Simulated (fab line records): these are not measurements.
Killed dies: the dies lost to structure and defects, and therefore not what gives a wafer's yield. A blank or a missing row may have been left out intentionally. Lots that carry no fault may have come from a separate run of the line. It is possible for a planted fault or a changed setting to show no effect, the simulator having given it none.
Which tool did it? ; flow n5Finfet ; Sampling: 8 lots, 24 wafers, 6 of 1938 route steps

== WHAT EACH GAUGE READ, for each wafer ==
N5_STI_FIN_REVEAL_FIN_H_MEAS_10. Usual: trenchDepthNm reads 52.1 nm (standard deviation 0.75).
lot;measured;on;trenchDepthNm (nm);flag
L348;day 2 18:49;ocd-02;52.5 52.4 53.4;
L352;day 3 20:12;ocd-01;51.2 51.3 50.8;
L355;day 4 13:37;ocd-01;52.0 51.1 53.0;
L356;day 4 18:35;ocd-02;50.7 53.1 51.1;
L359;day 5 15:41;ocd-01;52.3 52.2 53.0;
L361;day 6 02:24;ocd-01;21.6 21.3 21.7;OFF
L362;day 6 06:37;ocd-01;22.0 22.3 23.0;OFF
L363;day 6 13:38;ocd-01;22.3 22.6 22.3;OFF

N5_BEOL_M4_RC_MEAS_101. Usual: DIBL_N 36.3 mV/V, standard deviation 1; DIBL_P 36.2 mV/V, standard deviation 1.4; IOFF_N 0.157 nA/um, standard deviation 0.021; IOFF_P 0.206 nA/um, standard deviation 0.025; ION_N 673 uA/um, standard deviation 9; ION_P 461 uA/um, standard deviation 6.4; SS_N 71.5 mV/dec, standard deviation 0.5; SS_P 73.2 mV/dec, standard deviation 0.47; VT_N 249.9 mV, standard deviation 2.4; VT_P -250.6 mV, standard deviation 2.9.
lot;measured;on;DIBL_N (mV/V);DIBL_P (mV/V);IOFF_N (nA/um);IOFF_P (nA/um);ION_N (uA/um);ION_P (uA/um);SS_N (mV/dec);SS_P (mV/dec);VT_N (mV);VT_P (mV);flag
L348;day 8 05:33;prober-01;35.3 37.3 34.9;34.4 37.2 34.2;0.136 0.170 0.129;0.177 0.217 0.175;671 682 668;462 467 461;70.8 71.2 70.1;73.1 74.0 73.2;250.8 248.2 250.4;-251.1 -250.9 -252.8;
L352;day 9 07:38;prober-02;36.7 35.1 35.3;37.4 36.1 36.2;0.170 0.145 0.144;0.224 0.196 0.196;669 665 661;464 456 458;72.4 71.5 70.9;73.5 73.2 73.4;247.3 251.9 251.8;-249.1 -252.0 -252.4;
L355;day 9 14:26;prober-02;36.2 36.6 36.2;35.7 35.6 35.8;0.148 0.154 0.151;0.186 0.178 0.182;673 675 677;457 456 467;71.8 71.9 71.1;73.9 72.4 73.3;250.7 248.6 250.7;-252.1 -251.9 -252.5;
L356;day 9 19:16;prober-02;35.4 36.5 36.2;35.4 36.8 35.5;0.140 0.175 0.159;0.180 0.203 0.186;663 685 661;451 465 450;70.8 72.0 71.9;73.5 73.5 73.4;252.7 246.5 250.9;-250.7 -250.9 -254.0;
L359;day 10 21:08;prober-02;37.0 37.3 37.2;37.4 37.7 38.3;0.161 0.164 0.170;0.206 0.208 0.222;671 668 687;460 455 462;71.6 72.2 72.1;73.0 73.4 72.6;253.7 250.5 247.8;-251.2 -253.6 -251.6;

== EACH LOT AND THE TOOL THAT RAN IT (in order: tool; ch and the chambers of the sampled wafers; start) ==
lot;N5_FIN_CUT_CUT_ETCH_26;N5_FIN_CUT_STRIP_22;N5_STI_FIN_REVEAL_ETCHBACK_08;N5_STI_FIN_REVEAL_OXIDATION_31
L348;rieDiel-01 ch 0,1,3, day 2 09:14;rieDiel-05 ch 1,2, day 2 09:50;rieDiel-04 ch 2,3, day 2 15:51;plasmaAsher-01 ch 0,1, day 2 18:17
L352;rieDiel-01 ch 0,1, day 3 11:01;rieDiel-05 ch 0,1, day 3 11:20;rieDiel-02 ch 1,3, day 3 17:12;plasmaAsher-02 ch 1, day 3 19:39
L355;rieDiel-01 ch 0,2, day 4 04:07;rieDiel-05 ch 0,1, day 4 04:30;rieDiel-02 ch 0,1,2, day 4 10:40;plasmaAsher-02 ch 1, day 4 13:04
L356;rieDiel-01 ch 0,2, day 4 08:56;rieDiel-05 ch 0,1,3, day 4 09:23;rieDiel-02 ch 2,3, day 4 15:37;plasmaAsher-01 ch 0,1, day 4 18:02
L359;rieDiel-05 ch 0,2,3, day 5 06:23;rieDiel-05 ch 0,2,3, day 5 06:44;rieDiel-06 ch 0,1,3, day 5 12:44;plasmaAsher-01 ch 0,1, day 5 15:09
L361;rieDiel-03 ch 0,3, day 5 17:10;rieDiel-05 ch 0,1, day 5 17:29;rieDiel-06 ch 0,1, day 5 23:27;plasmaAsher-02 ch 0, day 6 01:52
L362;rieDiel-05 ch 0,1,2, day 5 21:25;rieDiel-01 ch 1,2, day 5 21:45;rieDiel-02 ch 1,3, day 6 03:40;plasmaAsher-01 ch 0,1, day 6 06:04
L363;rieDiel-03 ch 0,3, day 6 04:28;rieDiel-05 ch 0,2,3, day 6 04:46;rieDiel-04 ch 0,1, day 6 10:37;plasmaAsher-01 ch 0,1, day 6 13:05
- N5_FIN_CUT_CUT_ETCH_26: etches SiNx in CH3F/O2, target depth 39 nm, time 55.7 s.
- N5_FIN_CUT_STRIP_22: strips in N2/H2.
- N5_STI_FIN_REVEAL_ETCHBACK_08: etches SiO2 in C4F6/O2, target depth 30.5 nm, time 10.167 s.
- N5_STI_FIN_REVEAL_OXIDATION_31: chemistry O2 PLASMA REMOTE, time 20 s.

== AS READ BY THE TOOLS THEMSELVES (means over the sampled wafers that have a number; for cases with no such wafer, the mark the record gives instead) ==
N5_FIN_CUT_CUT_ETCH_26. Usual: drypumpMotorCurrentA 5.8 A, standard deviation 0.63; oes_o_777_au 0.77 a.u., standard deviation 0.07; oesProductAu 0.76 a.u., standard deviation 0.073; rfVppV 296.4 V, standard deviation 2.9; showerheadPlenumPTorr 2.00 Torr, standard deviation 0.08; throttleValvePct 16.38 %, standard deviation 0.17.
lot;tool;drypumpMotorCurrentA (A);oes_o_777_au (a.u.);oesProductAu (a.u.);rfVppV (V);showerheadPlenumPTorr (Torr);throttleValvePct (%);flag
L348;rieDiel-01;5.5;0.71;0.70;296.7;2.01;16.45;
L352;rieDiel-01;5.9;0.69;0.68;294.8;1.95;16.54;
L355;rieDiel-01;6.1;0.75;0.73;297.3;2.07;16.54;
L356;rieDiel-01;6.3;0.76;0.75;297.5;2.07;16.58;
L359;rieDiel-05;5.9;0.83;0.83;293.2;1.94;16.32;
L361;rieDiel-03;5.3;0.76;0.77;296.9;1.92;16.18;
L362;rieDiel-05;5.6;0.78;0.78;295.7;1.95;16.39;
L363;rieDiel-03;5.3;0.77;0.77;297.6;1.92;16.19;

N5_FIN_CUT_STRIP_22. Usual: drypumpMotorCurrentA 5.7 A, standard deviation 0.63; h2FlowSccm 300.0 sccm, standard deviation 0.96; oesProductAu 0.77 a.u., standard deviation 0.082; rfVppV 54.2 V, standard deviation 2.3; showerheadPlenumPTorr 3.37 Torr, standard deviation 0.13; throttleValvePct 18.9 %, standard deviation 0.42.
lot;tool;drypumpMotorCurrentA (A);h2FlowSccm (sccm);oesProductAu (a.u.);rfVppV (V);showerheadPlenumPTorr (Torr);throttleValvePct (%);flag
L348;rieDiel-05;6.1;301.3;0.74;56.4;3.27;19.1;
L352;rieDiel-05;5.1;299.3;0.89;53.3;3.31;18.9;
L355;rieDiel-05;5.1;299.8;0.87;55.6;3.31;18.9;
L356;rieDiel-05;5.8;300.4;0.82;55.1;3.29;19.0;
L359;rieDiel-05;5.9;300.2;0.82;52.8;3.25;18.7;
L361;rieDiel-05;5.6;300.4;0.77;51.4;3.32;19.4;
L362;rieDiel-01;6.0;299.8;0.89;55.1;3.54;18.8;
L363;rieDiel-05;5.9;300.0;0.81;54.0;3.25;18.7;

N5_STI_FIN_REVEAL_ETCHBACK_08. Usual: C4F6_flow_sccm 10.001 sccm, standard deviation 0.027; O2_flow_sccm 9.999 sccm, standard deviation 0.028; drypumpMotorCurrentA 5.8 A, standard deviation 0.57; oes_o_777_au 0.77 a.u., standard deviation 0.076; oesProductAu 0.78 a.u., standard deviation 0.083; rfVppV 669 V, standard deviation 5.8; showerheadPlenumPTorr 2.85 Torr, standard deviation 0.085; throttleValvePct 21.21 %, standard deviation 0.25.
lot;tool;C4F6_flow_sccm (sccm);O2_flow_sccm (sccm);drypumpMotorCurrentA (A);oes_o_777_au (a.u.);oesProductAu (a.u.);rfVppV (V);showerheadPlenumPTorr (Torr);throttleValvePct (%);flag
L348;rieDiel-04;9.979;9.996;5.9;0.93;0.94;676;2.87;21.06;
L352;rieDiel-02;9.997;9.973;5.2;0.70;0.71;665;2.87;21.49;
L355;rieDiel-02;10.000;10.020;5.7;0.76;0.76;667;2.88;21.19;
L356;rieDiel-02;10.019;9.970;5.6;0.74;0.75;663;2.85;21.48;
L359;rieDiel-06;10.001;10.004;5.8;0.79;0.80;673;2.87;21.15;
L361;rieDiel-06;-;-;-;-;-;-;-;-;OFF
L362;rieDiel-02;-;-;-;-;-;-;-;-;OFF
L363;rieDiel-04;-;-;-;-;-;-;-;-;OFF

N5_STI_FIN_REVEAL_OXIDATION_31. Usual: drypumpMotorCurrentA 5.4 A, standard deviation 0.62; heaterPowerW 140 W, standard deviation 7.7.
lot;tool;drypumpMotorCurrentA (A);heaterPowerW (W);flag
L348;plasmaAsher-01;5.7;144;
L352;plasmaAsher-02;5.2;127;
L355;plasmaAsher-02;5.2;130;
L356;plasmaAsher-01;5.7;146;
L359;plasmaAsher-01;5.7;142;
L361;plasmaAsher-02;4.9;145;
L362;plasmaAsher-01;5.7;144;
L363;plasmaAsher-01;6.2;147;

== THE ANSWER, worked out from the rows above alone ==
Rule: lot off if the mean of its wafers having a number is beyond 3 standard deviations from the usual mean. A lot without any number at a reading at which 4 lots or more have one is off too. Any other lot the step has rows for is counted as sound. First the gauges in route order, then the tools' own readings, where a lot's mean is used as printed above. The first step at which some lot is off is used, and at that step the reading that is off furthest; a lot without a number counts as furthest.
Off: L361, L362, L363, at N5_STI_FIN_REVEAL_FIN_H_MEAS_10 (trenchDepthNm).
A tool fits if, at a process step before that reading, it ran every lot that is off, and no sound lot after the first of them. The gauges at N5_STI_FIN_REVEAL_FIN_H_MEAS_10 aren't tried: what is off there is off at N5_STI_FIN_REVEAL_ETCHBACK_08 too, on other tools, and a gauge's error can't cause that. None of those tried fits.

== WHAT HAD BEEN PUT IN BY THE SIMULATOR ==
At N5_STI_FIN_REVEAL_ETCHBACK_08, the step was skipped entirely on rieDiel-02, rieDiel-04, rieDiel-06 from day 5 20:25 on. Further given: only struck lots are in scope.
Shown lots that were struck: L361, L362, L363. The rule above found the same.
